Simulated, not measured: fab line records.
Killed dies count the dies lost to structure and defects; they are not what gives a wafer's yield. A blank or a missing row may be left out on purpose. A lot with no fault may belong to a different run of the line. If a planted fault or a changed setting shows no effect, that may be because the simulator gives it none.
A struck lot beside a sound one | flow nand harc | 37 out of 1302 route steps
Sound: wafers L377.1, L377.2, L377.5. The struck wafers were L389.2, L389.4, L389.5. At the end, the cause is stated.
For every step that has rows: the tool of each side, followed by ch and its chambers, followed by its first start. Under that, the readings that differ: sound wafers | struck wafers | difference of the means | sigmas: that difference in standard deviations of wafers without a fault.
alike: words and numbers the same on both sides, and readings whose means are apart by under 2 such deviations; not compared: readings that were withheld, readings missing a value for some wafer, numbers with overlapping values and no deviation given by the record, and bounds like >300 which may hide the same value.
Wherever a step has rows on one side only, a row that says differs or no value, or a row with sigmas, the two part there. Numbers that have no deviation but don't overlap get no sigmas and don't part them. Lack of a reading on every wafer of one side parts them only where that side has two or more wafers.

first, 4 steps without rows for these wafers: NHARC_A_SGD_CUT_PRECLEAN_18 (cleans in SC1); NHARC_A_SGD_CUT_SRD_19; NHARC_A_SGD_CUT_DEP_20 (deposits SiO2, target thk 150 nm); NHARC_A_SGD_CUT_ANNEAL_27 (time 1800 s).
NHARC_A_SGD_CUT_CMP_21: polishes, target thk 148.19 nm.
  sound on cmp-01 ch 0,1,2, day 19 18:27; struck on cmp-01 ch 0,2, day 25 10:16
  alike: motor current A, retaining ring pressure frac, time to endpoint s
NHARC_A_SGD_CUT_THK_MEAS_22: measures by ellipsometry.
  sound: film metro-02 at day 19 18:41; struck: film metro-01 at day 25 10:31
  alike: thk nm
then, 3 steps without rows for these wafers: NHARC_A_SGD_CUT_SRD_23; NHARC_A_SGD_CUT_ETCH_26 (etches SiO2 in dHF, target depth 45.8 nm); NHARC_A_SGD_CUT_ETCHBACK_24 (etches the open film in CH3F/O2, target depth 50 nm, time 92.857 s).
NHARC_A_SGD_CUT_STRIP_28: strips in O2, time 20 s.
  sound: rie diel-09 ch 0,1,3; struck: rie diel-10 ch 2,3
  alike: drypump motor current A, oes product au, rf vpp V, showerhead plenum p Torr, throttle valve pct
  not compared: rf hours counter h
NHARC_A_SGD_CUT_INSPECT_25:
  sound: defect inspect-01 at day 19 19:08; struck: defect inspect-02 at day 25 11:01
  alike: raw defect count
then, 1 step without rows for these wafers: NHARC_A_SLIT_DEP_25 (deposits SiO2, target thk 200 nm).
NHARC_A_SLIT_DEP_00: deposits aC, target thk 6200 nm.
  sound on acl dep-01 ch 0, day 19 20:01; struck on acl dep-01 ch 0, day 25 12:51
  alike: susceptor temp C, throttle valve pct
then, 9 steps without rows for these wafers: NHARC_A_SLIT_DEP_23 (deposits SiON, target thk 100 nm); NHARC_A_SLIT_DEHYDRATE_01 (time 120 s); NHARC_A_SLIT_HMDS_02 (time 30 s); NHARC_A_SLIT_COAT_03 (resist thk 90 nm); NHARC_A_SLIT_SOFTBAKE_04 (time 55 s); NHARC_A_SLIT_EBR_05; NHARC_A_SLIT_EXPOSE_06 (exposes mask SLIT); NHARC_A_SLIT_PEB_07 (peb time 65 s); NHARC_A_SLIT_DEVELOP_08 (develop time 35 s).
NHARC_A_SLIT_CD_MEAS_09: the cd target is 300 nm.
  sound on cd sem-01 ch 0, day 20 00:21; struck on cd sem-03 ch 0, day 25 16:44
  alike: cd nm
NHARC_A_SLIT_OVL_MEAS_10:
  sound: overlay-01 at day 20 00:26; struck: overlay-01 at day 25 16:49
  alike: overlay x nm, overlay y nm
NHARC_A_SLIT_INSPECT_11:
  sound: defect inspect-01 at day 20 00:29; struck: defect inspect-01 at day 25 16:51
  alike: raw defect count
then, 1 step without rows for these wafers: NHARC_A_SLIT_DESCUM_14 (chemistry O2, time 3 s).
NHARC_A_SLIT_ETCH_24: etches the open film in CF4/CHF3, target depth 121 nm, time 60.5 s.
  sound on rie diel-08 ch 0,2,3, day 20 00:37; struck on rie diel-02 ch 2,3, day 25 17:00
  reading                     | sound       | struck      | difference | sigmas
  drypump motor current A (A) | 5.5 6.1 5.9 | 4.9 5.3 4.9 | -0.8       | -2
  alike: oes product au, rf vpp V, showerhead plenum p Torr, throttle valve pct
  not compared: rf hours counter h
then, 2 steps without rows for these wafers: NHARC_A_SLIT_ETCH_15 (etches the open film in O2/COS, target depth 6200 nm, time 1612 s); NHARC_A_SLIT_ETCH_17 (etches the open film in C4F8/O2/Ar, time 4254.5 s, target depth 20300 nm).
NHARC_A_SLIT_ETCH_26: etches the open film in C4F8/O2/Ar, time 90 s, target depth 400 nm.
  sound on har etch-02 ch 0,1, day 20 05:28; struck on har etch-02 ch 0, day 26 00:43
  alike: drypump motor current A, he backside leak sccm, showerhead plenum p Torr, throttle valve pct
  not compared: rf hours counter h
then, 1 step without rows for these wafers: NHARC_A_SLIT_STRIP_28 (strips in O2/COS).
NHARC_A_SLIT_ETCH_29: etches the open film in CF4/O2, target depth 100 nm, overetch 10 nm, time 55 s.
  sound on rie diel-02 ch 0,1, day 20 06:21; struck on rie diel-08 ch 2,3, day 26 01:38
  alike: drypump motor current A, oes product au, rf vpp V, showerhead plenum p Torr, throttle valve pct
  not compared: rf hours counter h
then, 3 steps without rows for these wafers: NHARC_A_SLIT_STRIP_18 (strips in O2); NHARC_A_SLIT_PRECLEAN_19 (cleans in SC1); NHARC_A_SLIT_SRD_20.
NHARC_A_SLIT_CD_MEAS_21:
  sound: cd sem-03 at day 20 06:54; struck: cd sem-01 at day 26 02:13
  alike: cd nm
-- jump in the record: it breaks off in module A_SLIT and resumes in module END (first step shown: number 1302 of the route), and 4 days separate the struck wafers' starts before and after --
NHARC_END_SORT_01:
  sound on prober-01 ch 0, day 25 00:06; struck on prober-02 ch 0, day 30 10:16
  reading         | sound    | struck                                                               | difference                   | sigmas
  hold            | - - -    | await dispo/1.2h/scrap await dispo/1.2h/scrap await dispo/1.2h/scrap | no value on the sound wafers |
  killed at array | 51 51 60 | 672 676 673                                                          | +620                         | +30
  killed dies     | 58 57 62 | 677 677 677                                                          | +618                         | +29
  alike: killed at other, killed at periphery, killed open, killed short

WHERE THEY PART
At NHARC_A_SLIT_ETCH_24 first; at NHARC_END_SORT_01 last (within this record only).

WHY: what had been put in by the simulator
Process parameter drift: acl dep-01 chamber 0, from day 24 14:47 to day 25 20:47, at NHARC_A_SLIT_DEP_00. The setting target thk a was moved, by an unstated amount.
